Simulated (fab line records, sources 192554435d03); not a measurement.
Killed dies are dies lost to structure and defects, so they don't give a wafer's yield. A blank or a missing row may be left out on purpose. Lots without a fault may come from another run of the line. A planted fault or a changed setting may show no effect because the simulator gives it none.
Chamber matching | flow n5_finfet | N5_BEOL_M0_CUTY_ETCH_63 on rie_diel-01: 4 sister chambers
The step etches SOC in N2/H2, target depth 82.7 nm, overetch 16.5 nm, time 124 s. 14 wafers are shown with their chamber, then 7 later ones without.

WAFERS WITH THEIR CHAMBER
wafer  | chamber | drypump_motor_current_A (A) | showerhead_plenum_p_Torr (Torr) | throttle_valve_pct (%)
L077.2 | 2       | 5.8                         | 2.53                            | 18.4
L077.3 | 0       | 5.1                         | 2.48                            | 17.4
L077.6 | 2       | 5.8                         | 2.53                            | 18.4
L079.1 | 1       | 5.6                         | 2.59                            | 17.5
L079.4 | 0       | 5.1                         | 2.48                            | 17.4
L079.6 | 0       | 5.0                         | 2.47                            | 17.4
L080.2 | 1       | 5.6                         | 2.59                            | 17.5
L080.3 | 2       | 5.8                         | 2.53                            | 18.4
L080.6 | 3       | 5.2                         | 2.48                            | 17.7
L082.1 | 3       | 5.2                         | 2.48                            | 17.8
L082.2 | 0       | 5.1                         | 2.47                            | 17.4
L082.4 | 1       | 5.6                         | 2.59                            | 17.5
L086.1 | 0       | 5.1                         | 2.47                            | 17.5
L086.3 | 2       | 5.8                         | 2.52                            | 18.4

SIGNATURES (means of the wafers above)
reading                  | chamber 0 | chamber 1 | chamber 2 | chamber 3 | scatter within a chamber
drypump_motor_current_A  | 5.080     | 5.600     | 5.800     | 5.200     | 0.0283
showerhead_plenum_p_Torr | 2.4740    | 2.5900    | 2.5275    | 2.4800    | 0.00442
throttle_valve_pct       | 17.420    | 17.500    | 18.400    | 17.750    | 0.0361
Rule: a wafer's distance from a chamber is the root of the sum, over the readings, of the square of ((its reading less the chamber's mean) divided by the reading's scatter). The wafer belongs to the nearest chamber; if the next one is less than 2 further off, it can't be placed. The scatter: the root of (the sum of the squares of (reading less its chamber's mean) over the shown wafers, divided by (wafers less chambers)).

WAFERS WITHOUT THEIR CHAMBER
wafer  | drypump_motor_current_A (A) | showerhead_plenum_p_Torr (Torr) | throttle_valve_pct (%)
L086.4 | 5.6                         | 2.59                            | 17.5
L092.1 | 5.6                         | 2.58                            | 17.5
L092.2 | 5.8                         | 2.52                            | 18.4
L092.6 | 5.8                         | 2.52                            | 18.4
L095.2 | 5.6                         | 2.58                            | 17.5
L095.3 | 5.1                         | 2.46                            | 17.5
L095.5 | 5.1                         | 2.46                            | 17.5

WHICH CHAMBER EACH WENT THROUGH
wafer  | from the rows above | in truth
L086.4 | 1                   | 1
L092.1 | 1                   | 1
L092.2 | 2                   | 2
L092.6 | 2                   | 2
L095.2 | 1                   | 1
L095.3 | 0                   | 0
L095.5 | 0                   | 0
Placed correctly: 7 of 7. Can't be placed from these rows: 0. Placed wrongly: 0.
